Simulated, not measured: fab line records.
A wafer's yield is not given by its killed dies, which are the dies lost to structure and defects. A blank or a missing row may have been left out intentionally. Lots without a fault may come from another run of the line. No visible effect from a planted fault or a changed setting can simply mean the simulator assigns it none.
Split-lot study ; flow n5-finfet ; route with 1938 steps; 7 lots, 21 wafers read

SPLIT DETAILS
At N5_PASSIVATION_PECVD_53 (deposits SiO2 from TEOS/O2, target thk 800 nm, time 169.4 s), the setting temp-c was moved away from the recipe's 400 C on 10 of the 21 wafers read, by -3.0% to +3.7%. This setting was run at the recipe's value on the other wafers.

Reading taken at the split's own step.

THE READING
SiO2_of_PASSIVATION_PECVD_53.thk-nm (the simulator's own value, which no gauge read), in nm, at N5_PASSIVATION_PECVD_53 (deposits SiO2 from TEOS/O2, target thk 800 nm, time 169.4 s). There is no usual value for it anywhere in the file. Here, 11 wafers ran the recipe; their average is 796.0 nm with a standard deviation of 9.5 nm.

wafer;tool, chamber at the split;temp-c as run, C;against the recipe;SiO2_of_PASSIVATION_PECVD_53.thk-nm, nm;against lot-mates on the recipe
L078.2;pecvd-04, 1;414.9;+3.7%;717.4;no lot-mate on the recipe
L078.3;pecvd-04, 0;414.9;+3.7%;721;no lot-mate on the recipe
L078.4;pecvd-04, 1;414.9;+3.7%;729.2;no lot-mate on the recipe
L082.1;pecvd-04, 0;400;recipe;798.4;-
L082.4;pecvd-04, 1;400;recipe;804;-
L082.5;pecvd-04, 2;400;recipe;817;-
L086.1;pecvd-01, 0;400;recipe;792.2;-
L086.3;pecvd-01, 2;400;recipe;787.6;-
L086.4;pecvd-01, 1;400;recipe;805.8;-
L085.3;pecvd-01, 0;400;recipe;798.8;-
L085.5;pecvd-01, 2;409.1;+2.3%;760.8;-38.0
L085.6;pecvd-01, 0;409.1;+2.3%;774;-24.8
L094.2;pecvd-03, 0;400;recipe;790;-
L094.4;pecvd-03, 2;412.8;+3.2%;729;-61.8
L094.5;pecvd-03, 0;400;recipe;791.6;-
L095.1;pecvd-01, 0;408;+2.0%;751.2;-31.6
L095.3;pecvd-01, 2;400;recipe;782.8;-
L095.6;pecvd-01, 2;408;+2.0%;736.4;-46.4
L096.3;pecvd-04, 1;400;recipe;787.4;-
L096.5;pecvd-04, 2;387.8;-3.0%;861.8;+74.4
L096.6;pecvd-04, 0;387.8;-3.0%;874.6;+87.2

THE FIT
A straight line over all 21 wafers: SiO2_of_PASSIVATION_PECVD_53.thk-nm changes by -20.8 nm for each +1% of temp-c; r = -0.97; the points scatter about the line by 11 nm.
The same after taking each lot's own level away (the mean of its wafers on the recipe; 18 wafers): -21.5 nm for each +1%; r = -0.97; scatter 9.5 nm.
The reading moves by 80 nm for the largest change in temp-c, on that fit.
From 782.80 to 806.47 nm: that is the span of the lots' own levels, equal to 2.5 times the standard deviation above.
So the lot-to-lot level changes the slope little: the two slopes agree.
Check: for one of the wafers moved furthest among these (+3.2%), held out of the fit, the line's prediction against its lot-mates is -65.1 nm. It came out at -61.8 nm against them.

OTHER SPLITS ON THESE WAFERS
Other splits were also applied to these wafers ahead of the reading. Each is held against what the fit with the lots' levels taken away leaves over:
other split on the same wafers;wafers away from the commonest value;r with SiO2_of_PASSIVATION_PECVD_53.thk-nm (lot level and that fit taken away)
N5_BEOL_M15_PEB_26 peb-time-s;4;+0.03

FILE'S OWN FIT
SiO2_of_PASSIVATION_PECVD_53.thk-nm changes by -20.7 nm for each +1% of temp-c, r = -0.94.
